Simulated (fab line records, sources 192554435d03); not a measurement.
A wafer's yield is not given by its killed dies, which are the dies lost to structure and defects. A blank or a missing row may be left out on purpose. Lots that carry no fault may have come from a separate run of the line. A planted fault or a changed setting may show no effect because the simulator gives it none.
Matching of chambers -- flow n5 finfet -- uv cure-01 running N5_BEOL_M8_CURE_74: 3 sister chambers
The step cures SiCOH lowk, time 240 s. 6 wafers are shown with their chamber, then 9 later ones without.

## WAFERS WITH THEIR CHAMBER
wafer,chamber,wafer_temp_C_max,lamp power pct (%)
L081.5,0,386.5,52.30
L081.6,0,386.7,52.28
L085.3,1,387.6,52.29
L085.4,1,386.8,52.34
L089.5,2,387.5,52.42
L089.6,2,386.6,52.29

## WAFERS WITH NO CHAMBER GIVEN
wafer,wafer_temp_C_max,lamp power pct (%)
L091.2,385.8,52.26
L091.5,386.6,52.38
L091.6,386.1,52.27
L094.1,386.2,52.31
L094.2,386.4,52.34
L094.6,386.9,52.33
L095.1,387.9,52.24
L095.2,386.9,52.33
L095.4,387.1,52.46

## EACH ONE'S CHAMBER
wafer,from the rows above,in truth
L091.2,can't be placed: 0 or 1 or 2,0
L091.5,can't be placed: 2 or 0 or 1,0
L091.6,can't be placed: 0 or 1 or 2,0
L094.1,can't be placed: 0 or 2 or 1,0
L094.2,can't be placed: 0 or 2 or 1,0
L094.6,can't be placed: 2 or 1 or 0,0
L095.1,can't be placed: 1 or 2 or 0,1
L095.2,can't be placed: 2 or 1 or 0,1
L095.4,can't be placed: 2 or 1 or 0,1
Correctly placed: 0 of 9. These rows do not allow placing 9 (true chamber among the candidates in 9). 0 placed wrongly.
How it was worked out, from the rows above alone: a wafer's distance from a chamber is the root of the sum, over the readings, of the square of ((its reading less the chamber's mean) divided by the reading's scatter). The wafer belongs to the nearest chamber; if the next one is less than 2 further off, it can't be placed. A chamber's mean is the mean of its shown wafers. The scatter: take each reading less its chamber's mean, square it, sum over the shown wafers, divide by the number of wafers less the number of chambers, and take the root.
